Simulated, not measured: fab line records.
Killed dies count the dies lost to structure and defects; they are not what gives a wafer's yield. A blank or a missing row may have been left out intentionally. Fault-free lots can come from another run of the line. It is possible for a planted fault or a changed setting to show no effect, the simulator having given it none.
A struck lot beside a sound one	flow nandHarc	21 steps out of a route of 1302
Sound: these wafers, L974.1, L974.3, L974.6. Struck: wafer L982.2 (L982.1, L982.5, from the same lot, were not struck and are left out); the cause is given at the end.
Order at every step that has rows: each side's tool, ch and its chambers, its first start. Under that, the readings that differ: sound wafers	struck wafers	difference of the means	sigmas: that difference in standard deviations of wafers without a fault.
alike: words and numbers the same on both sides, and readings whose means are apart by under 2 such deviations; not compared: readings that were withheld, readings missing a value for some wafer, numbers with overlapping values and no deviation given by the record, and bounds like >300 which may hide the same value.
A row with sigmas, a row that says differs or no value, or rows on one side alone: a step with any of these is where the two part. Numbers that have no deviation but don't overlap get no sigmas and don't part them. A reading that every wafer of one side lacks parts them only if that side has two wafers or more.

NHARC_A_ONON_D1_THK_MEAS_34: measures by ellipsometry.
  sound: filmMetro-02 at day 11 08:03; struck: filmMetro-02 at day 14 08:42
reading	sound	struck	difference	sigmas
thkNm (nm)	203 203 204	197	-6	-2
NHARC_A_ONON_D1_INSPECT_32:
  sound: defectInspect-01 at day 11 08:07; struck: defectInspect-02 at day 14 08:46
  alike: rawDefectCount
NHARC_A_CHANNEL_HOLE_D1_DEP_00: deposits aC, target thk 3100 nm.
  sound on aclDep-03 ch 0, day 11 11:50; struck on aclDep-03 ch 0, day 14 09:52
  alike: throttleValvePct
NHARC_A_CHANNEL_HOLE_D1_DEP_01: deposits SiON, target thk 140 nm.
  sound on pecvd-01 ch 1,2, day 11 13:47; struck on pecvd-04 ch 2, day 14 11:47
  alike: heaterPowerW
then, 7 steps without rows for these wafers: NHARC_A_CHANNEL_HOLE_D1_DEHYDRATE_02 (time 120 s); NHARC_A_CHANNEL_HOLE_D1_HMDS_03 (time 30 s); NHARC_A_CHANNEL_HOLE_D1_COAT_36 (time 75 s); NHARC_A_CHANNEL_HOLE_D1_COAT_37 (time 65 s); NHARC_A_CHANNEL_HOLE_D1_COAT_04 (resist thk 90 nm); NHARC_A_CHANNEL_HOLE_D1_SOFTBAKE_05 (time 55 s); NHARC_A_CHANNEL_HOLE_D1_EBR_06.
NHARC_A_CHANNEL_HOLE_D1_EXPOSE_07: exposes mask HOLE D1, target cd 100 nm.
  sound on arfiScanner-03 ch 0, day 11 14:22; struck on arfiScanner-02 ch 0, day 14 12:14
  alike: mask
then, 2 steps without rows for these wafers: NHARC_A_CHANNEL_HOLE_D1_PEB_08 (peb time 65 s); NHARC_A_CHANNEL_HOLE_D1_DEVELOP_09 (develop time 35 s).
NHARC_A_CHANNEL_HOLE_D1_CD_MEAS_10: the cd target is 100 nm.
  sound on cdSem-03 ch 0, day 11 14:30; struck on cdSem-02 ch 0, day 14 12:23
reading	sound	struck	difference	sigmas
cdNm (nm)	100.2 100.8 100.4	101.7	+1.2	+3
NHARC_A_CHANNEL_HOLE_D1_OVL_MEAS_11:
  sound: overlay-01 at day 11 14:35; struck: overlay-01 at day 14 12:28
  alike: overlayXNm, overlayYNm
NHARC_A_CHANNEL_HOLE_D1_INSPECT_12:
  sound: defectInspect-01 at day 11 14:38; struck: defectInspect-02 at day 14 12:30
  alike: rawDefectCount
NHARC_A_CHANNEL_HOLE_D1_DESCUM_15: chemistry O2, time 3 s.
  sound on rieDiel-13 ch 0,1, day 11 14:41; struck on rieDiel-13 ch 3, day 14 12:34
reading	sound	struck	difference	sigmas
model.A_CHANNEL_HOLE_D1.cdNm (nm)	100.7 100.7 100.5	101.4	+0.8	
  alike: drypumpMotorCurrentA, o2FlowSccm, oesProductAu, rfVppV, showerheadPlenumPTorr, throttleValvePct
  not compared: rfHoursCounterH
NHARC_A_CHANNEL_HOLE_D1_ETCH_38: etches the open film in CF4, target depth 39 nm, time 65 s.
  sound on rieDiel-13 ch 0,1,2, day 11 14:47; struck on rieDiel-13 ch 0, day 14 12:41
reading	sound	struck	difference	sigmas
model.A_CHANNEL_HOLE_D1.cdNm (nm)	100.6 100.7 100.4	101	+0	
  alike: drypumpMotorCurrentA, oesProductAu, rfVppV, showerheadPlenumPTorr, throttleValvePct
  not compared: rfHoursCounterH
NHARC_A_CHANNEL_HOLE_D1_ETCH_39: etches the open film in N2/H2, target depth 260 nm, time 325 s.
  sound: rieDiel-13 ch 2,3; struck: rieDiel-13 ch 2
  alike: drypumpMotorCurrentA, oesProductAu, rfVppV, showerheadPlenumPTorr, throttleValvePct
  not compared: rfHoursCounterH
following that, these wafers have no rows for 1 step: NHARC_END_SORT_01.

## WHERE THEY PART
Earliest at NHARC_A_ONON_D1_THK_MEAS_34; latest, in this record, at NHARC_A_CHANNEL_HOLE_D1_CD_MEAS_10. Later steps at which nothing parts them and some readings are alike: NHARC_A_CHANNEL_HOLE_D1_OVL_MEAS_11, NHARC_A_CHANNEL_HOLE_D1_INSPECT_12, NHARC_A_CHANNEL_HOLE_D1_DESCUM_15, NHARC_A_CHANNEL_HOLE_D1_ETCH_38, NHARC_A_CHANNEL_HOLE_D1_ETCH_39.

WHY: whatever the simulator had introduced
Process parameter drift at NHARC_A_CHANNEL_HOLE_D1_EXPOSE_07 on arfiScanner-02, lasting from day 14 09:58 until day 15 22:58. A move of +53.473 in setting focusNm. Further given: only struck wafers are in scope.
